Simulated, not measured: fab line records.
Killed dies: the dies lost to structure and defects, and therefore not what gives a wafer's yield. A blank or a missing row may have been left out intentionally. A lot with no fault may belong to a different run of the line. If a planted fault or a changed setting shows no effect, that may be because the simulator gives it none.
A lot that was struck, set against a sound lot | flow n5Finfet | 16 steps out of a route of 1938
Sound: these wafers, L627.3, L627.5, L627.6. Wafers struck: L644.2, L644.3, L644.6. Last of all comes the cause.
Order at every step that has rows: each side's tool, ch and its chambers, its first start. Under that, the readings that differ: sound wafers | struck wafers | difference of the means | sigmas: that difference in standard deviations of wafers without a fault.
alike: readings with means less than 2 such deviations apart, plus words and numbers identical on both sides. not compared: withheld readings, readings lacking a value on some wafer, bounds such as >300 that could conceal the same value, and numbers that have no deviation in the record and whose values overlap.
Wherever a step has rows on one side only, a row that says differs or no value, or a row with sigmas, the two part there. Numbers that have no deviation but don't overlap get no sigmas and don't part them. A reading missing from all wafers of one side parts the sides only when that side holds two or more wafers.

first, 1 step without rows for these wafers: N5_BEOL_M4_DEVELOP_27 (develop time 30 s).
N5_BEOL_M4_CD_MEAS_28: target cd 26.2 nm, target cd y 24.1 nm.
  sound on cdSem-01 ch 0, day 8 08:25; struck on cdSem-03 ch 0, day 12 21:53
  alike: cdNm
N5_BEOL_M4_OVL_MEAS_29:
  sound on overlay-01 ch 0, day 8 08:28; struck on overlay-01 ch 0, day 12 21:56
reading     | sound       | struck         | difference | sigmas
V3_OVL (nm) | 0.4 0.7 0.2 | -1.8 -1.2 -0.5 | -1.6       | -3
N5_BEOL_M4_INSPECT_30: inspects for defects (brightfield).
  sound on defectInspect-01 at day 8 08:31; struck on defectInspect-01 at day 12 21:59
  alike: rawDefectCount
N5_BEOL_M4_DESCUM_33: chemistry O2, time 7 s.
  sound on rieDiel-01 ch 0,2,3, day 8 08:32; struck on rieDiel-01 ch 0,1, day 12 22:01
  alike: drypumpMotorCurrentA, oesProductAu, rfFwdPowerW, rfVppV, showerheadPlenumPTorr, tempC, throttleValvePct
  not compared: rfHoursCounterH
N5_BEOL_M4_ETCH_77: etches underlayer in N2/H2, target depth 6.5 nm, time 5.2 s.
  sound on rieDiel-01 ch 0,2,3, day 8 08:34; struck on rieDiel-01 ch 0,1, day 12 22:03
reading         | sound             | struck            | difference | sigmas
rfFwdPowerW (W) | 819.4 815.8 817.2 | 822.0 823.7 823.6 | +5.6       | +2
  alike: drypumpMotorCurrentA, etchRfOnTimeS, oesProductAu, rfVppV, showerheadPlenumPTorr, throttleValvePct
  not compared: rfHoursCounterH
N5_BEOL_M4_ETCH_69: etches SiARC in CF4, target depth 15.6 nm, time 26 s.
  sound on rieDiel-01 ch 0,2,3, day 8 08:35; struck on rieDiel-01 ch 0,1, day 12 22:04
  alike: drypumpMotorCurrentA, etchRfOnTimeS, oesProductAu, rfFwdPowerW, rfVppV, showerheadPlenumPTorr, throttleValvePct
  not compared: rfHoursCounterH
then, 1 step without rows for these wafers: N5_BEOL_M4_ALD_98 (deposits SiO2, target thk 2.5 nm, pulse time 1 s, co reactant pulse time 1 s).
N5_BEOL_M4_ETCHBACK_99: etches SiO2 in CHF3, target depth 5 nm, time 10.4 s.
  sound on rieDiel-03 ch 0,1,2, day 8 10:02; struck on rieDiel-03 ch 1,3, day 12 22:26
  alike: drypumpMotorCurrentA, oesProductAu, rfFwdPowerW, rfVppV, showerheadPlenumPTorr, throttleValvePct
  not compared: rfHoursCounterH
N5_BEOL_M4_ETCH_70: etches SOC in N2/H2, target depth 80 nm, overetch 24 nm, time 130 s.
  sound on rieDiel-03 ch 0,1,2, day 8 10:05; struck on rieDiel-03 ch 1,3, day 12 22:28
  alike: drypumpMotorCurrentA, oesProductAu, rfFwdPowerW, rfVppV, showerheadPlenumPTorr, tempC, throttleValvePct
  not compared: rfHoursCounterH
then, 2 steps without rows for these wafers: N5_BEOL_M4_STRIP_71 (strips in N2/H2); N5_BEOL_M4_STRIP_78 (strips in N2/H2).
N5_BEOL_M4_VIA_ETCH_34: etches the open film in C4F6/O2, target depth 69.4 nm, time 65.9 s.
  sound on rieDiel-03 ch 0,1,2, day 8 10:11; struck on rieDiel-03 ch 1,3, day 12 22:34
reading                                 | sound             | struck            | difference | sigmas
model.etch.depthNm (nm)                 | 68.28 68.41 69.31 | 57.03 58.81 58.39 | -10.59     | 
model.SOC_of_BEOL_M4_COAT_67.thkNm (nm) | 51.8 51.8 51.8    | 53 53 52.8        | +1         | 
  alike: drypumpMotorCurrentA, oesProductAu, rfFwdPowerW, rfVppV, showerheadPlenumPTorr, throttleValvePct
  not compared: rfHoursCounterH
then, 1 step without rows for these wafers: N5_BEOL_M4_STRIP_83 (strips in C4F6/O2).
N5_BEOL_M4_RC_MEAS_101:
  sound on prober-01 ch 0, day 8 15:01; struck on prober-02 ch 0, day 13 03:47
  alike: DIBL_N, DIBL_P, IOFF_N, IOFF_P, ION_N, ION_P, SS_N, SS_P, VT_N, VT_P
-- here the record skips 4 days between the struck wafers' starts before and after, leaving off in module BEOL_M4 and picking up in module PASSIVATION (first step shown: number 1936 of the route) --
N5_PASSIVATION_PROBE_49:
  sound on prober-02 at day 13 02:01; struck on prober-01 at day 17 13:34
  alike: defectLimitedYield, killed_at_M0_to_M3, killed_at_M4_up, killedAtContacts, killedAtFrontEnd, killedAtOther, killedDies, killedOpen, killedShort, sort_bin_4_leakage, sort_bin_5_function, sort_bin_6_memory, sort_bin_8_speed, sortNPass, sortYieldPct

WHERE THEY PART
Last at N5_BEOL_M4_ETCH_77 as far as this record goes, first at N5_BEOL_M4_OVL_MEAS_29. Later steps at which nothing parts them and some readings are alike: N5_BEOL_M4_ETCH_69, N5_BEOL_M4_ETCHBACK_99, N5_BEOL_M4_ETCH_70, N5_BEOL_M4_VIA_ETCH_34, N5_BEOL_M4_RC_MEAS_101, N5_PASSIVATION_PROBE_49.

WHY: whatever the simulator had introduced
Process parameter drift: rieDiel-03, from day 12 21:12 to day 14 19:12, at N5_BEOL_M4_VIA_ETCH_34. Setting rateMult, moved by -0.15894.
